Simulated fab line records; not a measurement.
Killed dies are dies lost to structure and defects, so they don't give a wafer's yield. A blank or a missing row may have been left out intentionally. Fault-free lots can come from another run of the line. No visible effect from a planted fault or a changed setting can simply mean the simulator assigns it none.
fab line records	flow n5_finfet
[record] lots = 6	wafers = 18	last_day = 17
route steps=1938 shown BEOL_M3@960 BEOL_M4@1111 PASSIVATION@1936
lots that met no fault: from a run of the same line without faults
start_h: hours from the record's opening day to when the first of the lot's shown wafers began	wait_h: hours elapsed since this lot's preceding step	" repeats the value in the row above	L1.1+2: a single row standing in for several wafers	- no value, or no start given	* or withheld: withheld	< > ~ a bound
route shown NAME@n: names a module that has steps shown in the file, with the first one's number in the route	usual: the fault-free wafers' mean and standard deviation	same: alike in all rows	chamber/n: place in a boat	sites: the reading at each site	_std_site: the standard deviation of these	_edge_site: inner sites' mean taken away from outer sites' mean	radius_mm: how far each site lies from the wafer's centre	mask NAME#n: copy n	behind: the tool/chamber that last shaped the wafer	hold: what put the lot on hold/how long, in hours/how the hold closed	device: whichever transistor did not switch (one of n, p or np)	end of line: tests of these same wafers at the route's end	where a step has no rows: the recipe by itself	killed: the dies lost at the first sort to structure and to defects; this is not the yield of the wafer	map: a wafer's dies, marking killed ones x, the rest . and places with no die _
set.NAME: setting as actually run; set.NAME@STEP: the setting as run at that earlier step	model.NAME: the simulator's own value behind a step, which no gauge read
lots seen at some steps along the route; tables by step, rows by wafer
services: the hour from which a tool's chamber was out of use, counted from the record's first day as start_h (under 0 if before that day), plus the number of hours and why
[[steps]]
[step N5_BEOL_M3_COAT_22]
[recipe] resist = CAR-EUV	spin_rpm = 1500	resist_thk_nm = 30
[step N5_BEOL_M3_EBR_24]
[recipe] solvent = PGMEA	ebr_width_mm = 1.5
[step N5_BEOL_M3_SOFTBAKE_23]
[recipe] temp_c = 110	time_s = 60	resist = CAR-EUV
[step N5_BEOL_M3_EXPOSE_25]
[recipe] mask_id = V2	na = 0.33	source_shape = quasar	sigma_inner = 0.2	sigma_outer = 0.8	polarization = unpolarized	defocus_nm = 5	dose_mj = 63
[step N5_BEOL_M3_PEB_26]
[recipe] peb_temp_c = 100	peb_time_s = 60	resist = CAR-EUV
[step N5_BEOL_M3_DEVELOP_27]
[recipe] develop_time_s = 30	developer = TMAH	resist = CAR-EUV	rinse_liquid = surfactant_rinse	dry = air_spin	dev_temp_c = 23
[step N5_BEOL_M3_CD_MEAS_28]
[recipe] target_cd_nm = 25.7	landing_energy_ev = 500	detector = se_inlens	target_cd_y_nm = 23.3	polarity = opening
[usual] cd_nm = 25.68/0.2
lot.wafer	tool	chamber	start_h	wait_h	cd_nm
L743.1	cd_sem-02	0	178.68	-	25.66
L743.4	"	0	"	"	25.57
L743.6	"	0	"	"	25.82
L745.2	cd_sem-02	0	182.91	-	25.73
L745.4	"	0	"	"	25.31
L745.5	"	0	"	"	25.02
L747.2	cd_sem-03	0	187.34	-	25.75
L747.5	"	0	"	"	25.61
L747.6	"	0	"	"	26.05
L748.2	cd_sem-01	0	193.70	-	25.77
L748.3	"	0	"	"	25.57
L748.5	"	0	"	"	25.93
L755.1	cd_sem-03	0	258.23	-	25.59
L755.2	"	0	"	"	25.49
L755.4	"	0	"	"	25.87
L758.2	cd_sem-02	0	265.50	-	25.25
L758.3	"	0	"	"	25.77
L758.5	"	0	"	"	25.86
[step N5_BEOL_M3_OVL_MEAS_29]
[recipe] points_per_wafer = 522
[usual] V2_OVL = 0.4/0.72
lot.wafer	tool	chamber	start_h	wait_h	V2_OVL[nm]
L743.1	overlay-02	0	178.71	0.0	0.5
L743.4	"	0	"	"	0.4
L743.6	"	0	"	"	1.0
L745.2	overlay-01	0	182.95	0.0	1.8
L745.4	"	0	"	"	1.0
L745.5	"	0	"	"	0.7
L747.2	overlay-01	0	187.38	0.0	0.9
L747.5	"	0	"	"	0.7
L747.6	"	0	"	"	-0.5
L748.2	overlay-01	0	193.73	0.0	0.5
L748.3	"	0	"	"	-0.4
L748.5	"	0	"	"	0.8
L755.1	overlay-02	0	258.26	0.0	-0.2
L755.2	"	0	"	"	-0.1
L755.4	"	0	"	"	-0.5
L758.2	overlay-01	0	265.54	0.0	2.0
L758.3	"	0	"	"	1.4
L758.5	"	0	"	"	2.1
[step N5_BEOL_M3_INSPECT_30]
[recipe] mode = adi	inspect_instrument = brightfield
[usual] raw_defect_count = 434/94
lot.wafer	tool	chamber	start_h	wait_h	raw_defect_count
L743.1	defect_inspect-02	-	178.78	0.1	547
L743.4	"	-	"	"	282
L743.6	"	-	"	"	319
L745.2	defect_inspect-01	-	183.00	0.0	375
L745.4	"	-	"	"	321
L745.5	"	-	"	"	302
L747.2	defect_inspect-01	-	187.43	0.0	238
L747.5	"	-	"	"	317
L747.6	"	-	"	"	552
L748.2	defect_inspect-02	-	193.79	0.0	442
L748.3	"	-	"	"	424
L748.5	"	-	"	"	642
L755.1	defect_inspect-01	-	258.32	0.1	481
L755.2	"	-	"	"	499
L755.4	"	-	"	"	430
L758.2	defect_inspect-02	-	265.59	0.0	430
L758.3	"	-	"	"	615
L758.5	"	-	"	"	477
[step N5_BEOL_M3_DESCUM_33]
[recipe] chemistry = O2	time_s = 7	source_power_w = 50	bias_power_w = 20	pressure_mtorr = 20	rf_frequency_hz = 2.712e+07	temp_c = 40	resist = CAR-EUV	o2_flow_sccm = 225
[usual] drypump_motor_current_A = 5.9/0.35	o2_flow_sccm = 225.0/0.67	oes_product_au = 0.81/0.094	rf_vpp_V = 243.8/1.2	showerhead_plenum_p_Torr = 2.13/0.061	throttle_valve_pct = 20.46/0.22
lot.wafer	tool	chamber	start_h	wait_h	drypump_motor_current_A	o2_flow_sccm	oes_product_au	rf_hours_counter_h	rf_vpp_V	showerhead_plenum_p_Torr	throttle_valve_pct
L743.1	rie_diel-02	0	178.85	0.1	5.5	225.5	0.76	162	244.1	2.17	20.83
L743.4	"	1	"	"	5.7	224.8	0.95	-	242.5	2.12	20.10
L743.6	"	3	"	"	6.3	225.4	0.92	-	245.0	2.24	20.40
L745.2	rie_diel-01	1	183.04	0.0	5.8	224.0	0.70	251	244.2	2.16	20.99
L745.4	"	0	"	"	6.3	224.3	0.85	-	244.1	2.11	20.52
L745.5	"	1	"	"	5.8	224.2	0.69	-	244.4	2.16	21.00
L747.2	rie_diel-05	3	187.46	0.0	5.8	225.6	0.69	238	243.5	2.15	20.69
L747.5	"	3	"	"	5.7	225.1	0.69	-	245.2	2.15	20.69
L747.6	"	2	"	"	5.1	223.8	0.75	-	241.2	2.00	20.34
L748.2	rie_diel-02	2	193.82	0.0	6.2	224.8	0.69	214	243.4	2.06	20.30
L748.3	"	1	"	"	5.7	224.7	0.93	14	244.6	2.12	20.09
L748.5	"	1	"	"	5.7	224.5	0.93	-	243.7	2.12	20.10
L755.1	rie_diel-02	2	258.35	0.0	6.2	223.9	0.67	236	242.2	2.06	20.33
L755.2	"	3	"	"	6.3	224.8	0.87	52	244.8	2.23	20.43
L755.4	"	1	"	"	5.7	226.2	0.89	27	244.3	2.12	20.12
L758.2	rie_diel-01	3	265.62	0.0	5.8	223.9	0.82	81	243.7	2.11	20.42
L758.3	"	0	"	"	6.3	225.2	0.83	82	243.5	2.10	20.57
L758.5	"	0	"	"	6.3	225.5	0.83	-	243.6	2.10	20.58
[step N5_BEOL_M3_ETCH_77]
[recipe] chemistry = N2/H2	target = underlayer	target_depth_a = 65	mask_material = CAR-EUV	time_s = 5.2	ion_energy_ev = 200	pressure_mtorr = 30	source_w = 840	bias_w = 150	n2_flow_sccm = 200	h2_flow_sccm = 200	ends = cleared
[usual] drypump_motor_current_A = 5.9/0.35	etch_rf_on_time_s = 5.20/0.12	oes_product_au = 0.69/0.082	rf_vpp_V = 525.5/2.3	showerhead_plenum_p_Torr = 2.59/0.072	throttle_valve_pct = 17.89/0.24
lot.wafer	tool	chamber	start_h	wait_h	drypump_motor_current_A	etch_rf_on_time_s	oes_product_au	rf_hours_counter_h	rf_vpp_V	showerhead_plenum_p_Torr	throttle_valve_pct
L743.1	rie_diel-02	0	178.88	0.0	5.5	5.39	0.63	162	528.5	2.64	18.24
L743.4	"	1	"	"	5.7	5.15	0.80	-	527.6	2.60	17.59
L743.6	"	3	"	"	6.3	5.07	0.79	-	527.2	2.70	17.78
L745.2	rie_diel-01	1	183.07	0.0	5.8	5.18	0.58	251	525.1	2.62	18.38
L745.4	"	0	"	"	6.3	5.26	0.72	-	526.7	2.60	18.10
L745.5	"	1	"	"	5.8	5.18	0.59	-	523.9	2.62	18.36
L747.2	rie_diel-05	3	187.50	0.0	5.8	5.26	0.59	238	525.0	2.60	18.05
L747.5	"	3	"	"	5.7	5.25	0.58	-	525.2	2.60	18.04
L747.6	"	2	"	"	5.0	5.12	0.63	-	520.4	2.41	17.65
L748.2	rie_diel-02	2	193.86	0.0	6.2	5.26	0.58	214	524.6	2.53	17.87
L748.3	"	1	"	"	5.7	5.19	0.78	14	524.2	2.60	17.60
L748.5	"	1	"	"	5.7	5.21	0.78	-	525.8	2.60	17.60
L755.1	rie_diel-02	2	258.39	0.0	6.2	5.29	0.58	236	525.0	2.52	17.87
L755.2	"	3	"	"	6.3	5.06	0.75	52	528.9	2.69	17.82
L755.4	"	1	"	"	5.7	5.16	0.77	27	522.8	2.59	17.61
L758.2	rie_diel-01	3	265.66	0.0	5.8	5.23	0.72	81	523.7	2.56	17.80
L758.3	"	0	"	"	6.3	5.16	0.70	82	525.1	2.59	18.18
L758.5	"	0	"	"	6.3	5.18	0.71	-	525.4	2.59	18.16
[step N5_BEOL_M3_ETCH_69]
[recipe] chemistry = CF4	target = SiARC	target_depth_a = 156	mask_material = CAR-EUV	time_s = 26	ion_energy_ev = 80	pressure_mtorr = 40	source_w = 545	bias_w = 36	Ar_flow_sccm = 100	cf4_flow_sccm = 100	ends = cleared
[usual] drypump_motor_current_A = 5.9/0.35	etch_rf_on_time_s = 26.1/0.55	oes_product_au = 0.69/0.08	rf_vpp_V = 184.6/1.1	showerhead_plenum_p_Torr = 2.18/0.054	throttle_valve_pct = 15.67/0.22
lot.wafer	tool	chamber	start_h	wait_h	drypump_motor_current_A	etch_rf_on_time_s	oes_product_au	rf_hours_counter_h	rf_vpp_V	showerhead_plenum_p_Torr	throttle_valve_pct
L743.1	rie_diel-02	0	178.90	0.0	5.5	27.1	0.63	162	186.3	2.22	16.02
L743.4	"	1	"	"	5.7	26.0	0.80	-	183.6	2.20	15.37
L743.6	"	3	"	"	6.3	25.6	0.78	-	185.8	2.26	15.38
L745.2	rie_diel-01	1	183.09	0.0	5.8	25.7	0.59	251	184.6	2.20	16.07
L745.4	"	0	"	"	6.3	25.8	0.73	-	184.9	2.18	15.81
L745.5	"	1	"	"	5.8	25.4	0.60	-	185.5	2.20	16.08
L747.2	rie_diel-05	3	187.51	0.0	5.7	25.8	0.59	238	186.6	2.19	15.90
L747.5	"	3	"	"	5.7	25.7	0.59	-	184.9	2.19	15.91
L747.6	"	2	"	"	5.1	25.5	0.64	-	182.7	2.06	15.56
L748.2	rie_diel-02	2	193.87	0.0	6.2	26.4	0.59	214	183.9	2.12	15.61
L748.3	"	1	"	"	5.7	25.7	0.79	14	184.2	2.20	15.36
L748.5	"	1	"	"	5.7	26.1	0.79	-	184.5	2.20	15.38
L755.1	rie_diel-02	2	258.41	0.0	6.2	26.6	0.57	236	185.5	2.12	15.65
L755.2	"	3	"	"	6.2	25.3	0.75	52	185.8	2.25	15.43
L755.4	"	1	"	"	5.7	25.6	0.76	27	184.2	2.19	15.41
L758.2	rie_diel-01	3	265.67	0.0	5.8	26.3	0.70	81	185.5	2.17	15.69
L758.3	"	0	"	"	6.3	26.1	0.70	82	184.9	2.17	15.85
L758.5	"	0	"	"	6.4	26.2	0.69	-	184.4	2.17	15.84
[step N5_BEOL_M3_ALD_98]
[recipe] material = SiO2	target_thk_a = 25	temp_c = 100	ald_precursor_family = BDEAS	ald_co_reactant = O2-plasma	pulse_time_s = 1	co_reactant_pulse_time_s = 1	purge_time_s = 2	co_reactant_purge_time_s = 2	ald_cycles = 17	pressure_torr = 2
[usual] ald_cycles = 17/0	heater_power_w = 76/8.9	precursor_pulse_height_rel = 1.000/0.02
[same] purge_time_s = 2
lot.wafer	tool	chamber	start_h	wait_h	ald_cycles	heater_power_w	precursor_pulse_height_rel	since_wet_clean_h
L743.1	ald_sin-01	0	179.47	0.5	17	76	0.992	80
L743.4	"	1	"	"	17	90	0.982	80
L743.6	"	3	"	"	17	70	1.004	-
L745.2	ald_sin-01	1	183.17	0.1	18	92	0.963	83
L745.4	"	0	"	"	18	73	1.052	83
L745.5	"	3	"	"	17	69	1.020	-
L747.2	ald_sin-01	1	187.60	0.1	18	92	0.977	88
L747.5	"	3	"	"	17	71	0.999	-
L747.6	"	0	"	"	18	73	0.962	-
L748.2	ald_sin-04	1	193.96	0.1	17	76	0.981	3
L748.3	"	2	"	"	17	86	1.006	3
L748.5	"	0	"	"	17	78	1.031	-
L755.1	ald_sin-03	1	258.49	0.1	17	76	0.995	355
L755.2	"	2	"	"	17	87	1.028	355
L755.4	"	3	"	"	17	58	1.015	355
L758.2	ald_sin-04	3	266.21	0.5	17	72	1.021	75
L758.3	"	0	"	"	17	82	0.985	75
L758.5	"	2	"	"	17	86	1.003	-
[step N5_BEOL_M3_ETCHBACK_99]
[recipe] chemistry = CHF3	target = SiO2	target_depth_a = 50	time_s = 10.4	source_w = 215	bias_w = 47	Ar_flow_sccm = 200	CHF3_flow_sccm = 12	ion_energy_ev = 100	pressure_mtorr = 30
[usual] drypump_motor_current_A = 5.9/0.37	oes_product_au = 0.79/0.097	rf_vpp_V = 242/4.2	showerhead_plenum_p_Torr = 2.19/0.058	throttle_valve_pct = 17.13/0.2
lot.wafer	tool	chamber	start_h	wait_h	drypump_motor_current_A	oes_product_au	rf_hours_counter_h	rf_vpp_V	showerhead_plenum_p_Torr	throttle_valve_pct
L743.1	rie_diel-01	1	186.23	6.7	5.8	0.70	252	230	2.22	17.58
L743.4	"	1	"	"	5.8	0.70	-	229	2.22	17.56
L743.6	"	3	"	"	5.9	0.88	-	244	2.19	17.11
L745.2	rie_diel-05	2	203.19	20.0	5.1	0.73	178	240	2.07	17.06
L745.4	"	3	"	"	5.8	0.68	241	244	2.20	17.31
L745.5	"	1	"	"	6.0	0.75	-	248	2.14	17.05
L747.2	rie_diel-01	2	203.34	15.7	5.9	0.99	7	243	2.28	16.84
L747.5	"	2	"	"	5.9	0.99	-	242	2.28	16.82
L747.6	"	3	"	"	5.8	0.85	-	244	2.18	17.12
L748.2	rie_diel-02	2	207.30	13.3	6.2	0.68	219	243	2.12	16.98
L748.3	"	3	"	"	6.2	0.89	36	235	2.27	16.89
L748.5	"	3	"	"	6.3	0.90	-	234	2.27	16.89
L755.1	rie_diel-02	0	263.13	4.6	5.5	0.72	188	242	2.21	17.47
L755.2	"	1	"	"	5.7	0.89	29	244	2.21	16.91
L755.4	"	2	"	"	6.2	0.67	237	242	2.11	17.02
L758.2	rie_diel-02	1	274.30	8.0	5.7	0.89	32	244	2.21	16.91
L758.3	"	0	"	"	5.5	0.72	191	243	2.21	17.48
L758.5	"	1	"	"	5.7	0.89	-	244	2.21	16.91
[step N5_BEOL_M4_RC_MEAS_101]
[usual] DIBL_N = 36.0/2.2	DIBL_P = 36.2/2.4	IOFF_N = 0.16/0.035	IOFF_P = 0.21/0.037	ION_N = 672/13	ION_P = 461/7	SS_N = 71.4/0.69	SS_P = 73.2/0.75	VT_N = 250/3.4	VT_P = -251/3
lot.wafer	tool	chamber	start_h	wait_h	DIBL_N[mV/V]	DIBL_P[mV/V]	IOFF_N[nA/um]	IOFF_P[nA/um]	ION_N[uA/um]	ION_P[uA/um]	SS_N[mV/dec]	SS_P[mV/dec]	VT_N[mV]	VT_P[mV]
L743.1	prober-01	0	202.39	0.0	38.2	37.7	0.19	0.24	680	462	71.8	74.0	246	-247
L743.4	"	0	"	"	36.0	35.7	0.15	0.21	675	462	71.6	73.1	248	-253
L743.6	"	0	"	"	35.5	33.4	0.13	0.17	665	453	71.6	72.9	251	-254
L745.2	prober-02	0	232.46	0.2	36.4	36.3	0.16	0.22	665	458	70.9	73.9	251	-248
L745.4	"	0	"	"	37.4	37.5	0.18	0.23	680	464	71.3	74.3	248	-247
L745.5	"	0	"	"	36.0	37.4	0.17	0.25	679	468	71.3	73.8	246	-244
L747.2	prober-01	0	235.24	0.2	34.4	35.1	0.12	0.18	659	460	70.6	72.7	252	-253
L747.5	"	0	"	"	33.4	33.9	0.11	0.16	656	456	70.9	71.4	255	-252
L747.6	"	0	"	"	34.6	34.9	0.13	0.18	675	465	70.5	72.5	251	-252
L748.2	prober-02	0	235.85	0.2	37.9	39.0	0.19	0.27	677	463	71.8	74.1	246	-249
L748.3	"	0	"	"	34.0	33.4	0.13	0.17	679	462	69.7	72.4	249	-250
L748.5	"	0	"	"	38.6	39.8	0.23	0.29	692	477	71.1	74.2	241	-245
L755.1	prober-02	0	302.11	0.0	34.2	34.2	0.13	0.17	652	448	71.5	73.1	256	-253
L755.2	"	0	"	"	35.6	36.1	0.14	0.20	653	454	71.3	73.6	252	-253
L755.4	"	0	"	"	35.8	36.4	0.15	0.20	672	458	71.1	73.3	252	-253
L758.2	prober-01	0	302.81	0.2	33.9	33.1	0.11	0.17	657	458	70.2	72.8	253	-254
L758.3	"	0	"	"	36.3	35.1	0.14	0.19	669	457	71.1	73.5	251	-251
L758.5	"	0	"	"	34.0	33.0	0.11	0.16	649	454	70.1	72.9	253	-253
[step N5_PASSIVATION_PROBE_49]
[usual] defect_limited_yield = 91.2/1.4	killed_at_M0_to_M3 = 34/9.4	killed_at_M4_up = 14/5.6	killed_at_contacts = 13/7.8	killed_at_front_end = 37/10	killed_at_other = 4/3.3	killed_dies = 103/17	killed_on_rim = 14/3.5	killed_open = 68/13	killed_short = 33/8.2	sort_bin_5_function = 5.1/0.92	sort_bin_6_memory = 3.3/0.71	sort_n_pass = 1077/17	sort_yield_pct = 91.2/1.4
[same] gross_dies = 1180	killed_at_back_side = 0	sort_bin_4_leakage[%] = 0	sort_bin_8_speed[%] = 0
lot.wafer	tool	chamber	start_h	wait_h	defect_limited_yield[%]	killed_at_M0_to_M3	killed_at_M4_up	killed_at_contacts	killed_at_front_end	killed_at_other	killed_dies	killed_on_rim	killed_open	killed_short	sort_bin_5_function[%]	sort_bin_6_memory[%]	sort_n_pass	sort_yield_pct[%]
L743.1	prober-01	-	309.23	0.0	90.8	32	13	15	44	4	108	13	60	41	4.7	3.1	1072	90.8
L743.4	prober-01	-	309.38	0.2	91.5	32	17	11	36	4	100	14	65	35	4.7	3.5	1080	91.5
L743.6	prober-01	-	309.48	0.3	92.4	32	13	10	30	5	90	15	61	27	4.2	3.5	1090	92.4
L745.2	prober-01	-	334.04	0.1	91.7	22	12	22	38	4	98	15	61	29	4.2	3.3	1082	91.7
L745.4	prober-01	-	334.14	0.2	92.2	19	23	17	32	1	92	8	69	21	4.4	3.1	1088	92.2
L745.5	prober-01	-	334.19	0.2	90.1	41	25	20	30	1	117	17	87	26	6.1	3.6	1063	90.1
L747.2	prober-01	-	338.19	0.1	89.0	33	13	20	55	9	130	19	90	39	5.3	4.9	1050	89.0
L747.5	prober-01	-	338.34	0.2	92.4	35	13	7	33	2	90	14	59	28	4.2	3.3	1090	92.4
L747.6	prober-01	-	338.39	0.3	90.4	48	10	10	28	17	113	11	68	44	5.4	3.8	1067	90.4
L758.2	prober-01	-	407.94	0.1	89.7	35	13	19	51	4	122	18	77	45	6.3	3.6	1058	89.7
L758.3	prober-01	-	407.99	0.1	88.6	43	17	15	58	2	135	18	79	54	6.6	4.2	1045	88.6
L758.5	prober-01	-	408.09	0.2	90.3	30	15	24	43	2	114	11	76	38	6.1	3.5	1066	90.3
L755.1	prober-02	-	418.67	0.0	92.4	19	13	16	36	6	90	11	62	26	5.3	2.0	1090	92.4
L755.2	prober-02	-	418.72	0.1	91.6	38	12	4	36	9	99	12	68	27	4.7	3.3	1081	91.6
// killed by level:class
L743.1 MOL_CONTACT_COAG:geometric_particle:open=11 BEOL_M2:geometric_particle:open=9 FIN_SAQP:geometric_particle:short=7 STI_FIN_REVEAL:geometric_particle:open=7 BEOL_M4:geometric_particle:open=7 HKMG_FIN:area_etch=7 BEOL_M0_SAQP:geometric_particle:short=6 ILD0:geometric_particle:short=5
L743.4 MOL_CONTACT_COAG:geometric_particle:open=10 STI_FIN_REVEAL:geometric_particle:open=8 FIN_SAQP:geometric_particle:short=7 BEOL_M2:geometric_particle:short=7 FIN_SAQP:geometric_particle:open=6 BEOL_M2:geometric_particle:open=6 BEOL_M4:geometric_particle:open=6 BEOL_M7:geometric_particle:open=6
L743.6 BEOL_M3:geometric_particle:open=10 MOL_CONTACT_COAG:geometric_particle:open=8 BEOL_M2:geometric_particle:open=8 GATE_CUT:geometric_particle:short=6 BEOL_M0:geometric_particle:open=6 DUMMY_GATE:geometric_particle:open=4 BEOL_M4:geometric_particle:open=4 STARTING-WAFER:geometric_particle:short=4
L745.2 MOL_CONTACT_COAG:geometric_particle:open=16 GATE_CUT:geometric_particle:short=12 FIN_SAQP:geometric_particle:open=8 MOL_CONTACT_COAG:geometric_particle:short=6 BEOL_M2:geometric_particle:open=6 BEOL_M3:geometric_particle:open=6 HKMG_FIN:area_etch=6 BEOL_M0_SAQP:geometric_particle:open=4
L745.4 MOL_CONTACT_COAG:geometric_particle:open=14 BEOL_M4:geometric_particle:open=9 FIN_SAQP:geometric_particle:open=8 BEOL_M2:geometric_particle:open=6 STARTING-WAFER:geometric_particle:open=5 DUMMY_GATE:geometric_particle:open=4 BEOL_M0_SAQP:geometric_particle:open=4 FIN_SAQP:geometric_particle:short=3
L745.5 MOL_CONTACT_COAG:geometric_particle:open=15 FIN_SAQP:geometric_particle:open=12 BEOL_M3:geometric_particle:open=8 BEOL_M0_SAQP:geometric_particle:open=8 BEOL_M2:geometric_particle:open=8 BEOL_M4:geometric_particle:open=8 BEOL_M1:geometric_particle:open=6 BEOL_M5:geometric_particle:open=6
L747.2 STI_FIN_REVEAL:geometric_particle:open=19 MOL_CONTACT_COAG:geometric_particle:open=15 FIN_SAQP:geometric_particle:open=13 BEOL_M2:geometric_particle:open=8 FIN_SAQP:geometric_particle:short=7 BEOL_M1:geometric_particle:open=5 MOL_CONTACT_COAG:geometric_particle:short=5 BEOL_M4:geometric_particle:open=5
L747.5 BEOL_M2:geometric_particle:open=11 STI_FIN_REVEAL:geometric_particle:open=9 BEOL_M0_SAQP:geometric_particle:short=7 BEOL_M3:geometric_particle:open=7 FIN_SAQP:geometric_particle:short=6 MOL_CONTACT_COAG:geometric_particle:open=6 FIN_SAQP:geometric_particle:open=4 BEOL_M4:geometric_particle:open=4
L747.6 BEOL_M0_SAQP:geometric_particle:open=11 BEOL_M2:geometric_particle:open=11 PAD_METAL:geometric_particle:short=9 MOL_CONTACT_COAG:geometric_particle:open=7 BEOL_M4:geometric_particle:open=6 FIN_SAQP:geometric_particle:short=5 STI_FIN_REVEAL:geometric_particle:open=5 BEOL_M1:geometric_particle:open=5
L758.2 MOL_CONTACT_COAG:geometric_particle:open=14 STI_FIN_REVEAL:geometric_particle:open=14 BEOL_M3:geometric_particle:open=9 BEOL_M1:geometric_particle:open=8 STI_FIN_REVEAL:geometric_particle:short=7 FIN_SAQP:geometric_particle:short=7 BEOL_M0_SAQP:geometric_particle:open=6 BEOL_M4:geometric_particle:open=5
L758.3 FIN_SAQP:geometric_particle:short=20 BEOL_M0_SAQP:geometric_particle:short=14 FIN_SAQP:geometric_particle:open=11 MOL_CONTACT_COAG:geometric_particle:open=11 STI_FIN_REVEAL:geometric_particle:open=9 BEOL_M0_SAQP:geometric_particle:open=9 BEOL_M4:geometric_particle:open=8 BEOL_M3:geometric_particle:open=6
L758.5 MOL_CONTACT_COAG:geometric_particle:open=20 FIN_SAQP:geometric_particle:short=13 BEOL_M2:geometric_particle:open=9 FIN_SAQP:geometric_particle:open=6 DUMMY_GATE:geometric_particle:open=5 BEOL_M0_SAQP:geometric_particle:short=5 STI_FIN_REVEAL:geometric_particle:open=4 MOL_CONTACT_COAG:geometric_particle:short=4
L755.1 MOL_CONTACT_COAG:geometric_particle:open=15 FIN_SAQP:geometric_particle:open=10 STI_FIN_REVEAL:geometric_particle:open=7 BEOL_M0_SAQP:geometric_particle:short=7 GATE_CUT:geometric_particle:short=4 BEOL_M4:geometric_particle:open=4 BEOL_M6:geometric_particle:open=4 SPACER0:geometric_particle:open=3
L755.2 BEOL_M3:geometric_particle:open=14 FIN_SAQP:geometric_particle:open=8 STI_FIN_REVEAL:geometric_particle:open=8 BEOL_M1:geometric_particle:open=5 BEOL_M2:geometric_particle:open=5 MOL_CONTACT_COAG:geometric_particle:open=4 BEOL_M0:geometric_particle:open=4 BEOL_M3:geometric_particle:short=4
[[services]]
tool	chamber	start_h	hours	kind
rie_diel-01	2	168.39	-	clean
rie_diel-01	2	168.39	-	consumable_replace:focus_ring
rie_diel-01	2	168.39	-	consumable_replace:showerhead
rie_diel-01	2	168.39	21.4	scheduled_down
rie_diel-01	2	168.39	21.4	vent_cycle
ald_sin-04	-	176.75	14.0	pm
rie_diel-02	2	177.07	8.7	repair
rie_diel-01	1	189.91	-	clean
rie_diel-01	1	189.91	-	consumable_replace:focus_ring
rie_diel-01	1	189.91	30.6	scheduled_down
rie_diel-01	1	189.91	30.6	vent_cycle
ald_sin-04	1	194.15	6.7	repair
ald_sin-03	-	194.21	6.0	pm
rie_diel-02	1	203.82	16.6	repair
rie_diel-01	3	205.00	4.9	repair
ald_sin-03	2	223.34	3.2	repair
rie_diel-05	0	227.75	9.5	repair
rie_diel-05	3	237.47	-	clean
ald_sin-04	1	248.57	39.7	repair
ald_sin-01	-	250.23	0.8	repair
rie_diel-01	3	252.29	4.1	repair
rie_diel-02	-	263.90	1.7	repair
ald_sin-03	2	266.92	3.4	repair
ald_sin-03	-	268.25	14.0	pm
[[key]]
[first_sign] step = N5_BEOL_M3_ALD_98	reading = ald_cycles	direction = up	sigmas = 99+	usual = *	struck = *
effect none on later readings
met_at N5_BEOL_M3_ALD_98
struck_wafers L745.2,L745.4,L747.2,L747.6
onset_between 179.47 183.17
[fault] kind = process_parameter_drift	tool = ald_sin-01	chamber = -	onset_h = 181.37	steps = N5_BEOL_M3_ALD_98	channel = ald_cycles	offset = *	shape = step	end_h = 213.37	scope = struck_wafers_only	acts_in = *	stated = *
